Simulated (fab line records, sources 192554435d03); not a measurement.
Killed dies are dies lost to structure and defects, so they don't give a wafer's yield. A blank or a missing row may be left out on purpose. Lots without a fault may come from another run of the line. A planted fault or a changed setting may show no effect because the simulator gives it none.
Chamber matching | flow n5_finfet | N5_BEOL_M0_SAQP_HM_OPEN_112 on rie_diel-06: 4 sister chambers
The step chemistry CHF3/O2, target SiO2, stops on a-Si, target depth 12 nm, time 13.5 s. 8 wafers are shown with their chamber, then 8 later ones without.

WAFERS WITH THEIR CHAMBER
wafer  | chamber | drypump_motor_current_A (A) | showerhead_plenum_p_Torr (Torr)
L074.6 | 2       | 6.1                         | 2.46
L078.3 | 1       | 6.5                         | 2.40
L078.4 | 1       | 6.5                         | 2.40
L087.2 | 2       | 6.1                         | 2.45
L088.1 | 0       | 5.2                         | 2.22
L088.3 | 3       | 6.0                         | 2.31
L088.6 | 0       | 5.3                         | 2.22
L089.2 | 3       | 6.0                         | 2.30

WAFERS WITHOUT THEIR CHAMBER
wafer  | drypump_motor_current_A (A) | showerhead_plenum_p_Torr (Torr)
L089.3 | 5.2                         | 2.22
L089.6 | 5.3                         | 2.22
L091.1 | 5.2                         | 2.22
L091.2 | 6.5                         | 2.40
L091.6 | 5.3                         | 2.22
L096.2 | 6.0                         | 2.30
L096.4 | 5.2                         | 2.21
L096.5 | 6.0                         | 2.30

WHICH CHAMBER EACH WENT THROUGH
wafer  | from the rows above | in truth
L089.3 | 0                   | 0
L089.6 | 0                   | 0
L091.1 | 0                   | 0
L091.2 | 1                   | 1
L091.6 | 0                   | 0
L096.2 | 3                   | 3
L096.4 | 0                   | 0
L096.5 | 3                   | 3
Placed correctly: 8 of 8. Can't be placed from these rows: 0. Placed wrongly: 0.
How it was worked out, from the rows above alone: a wafer's distance from a chamber is the root of the sum, over the readings, of the square of ((its reading less the chamber's mean) divided by the reading's scatter). The wafer belongs to the nearest chamber; if the next one is less than 2 further off, it can't be placed. A chamber's mean is the mean of its shown wafers. The scatter: the root of (the sum of the squares of (reading less its chamber's mean) over the shown wafers, divided by (wafers less chambers)).
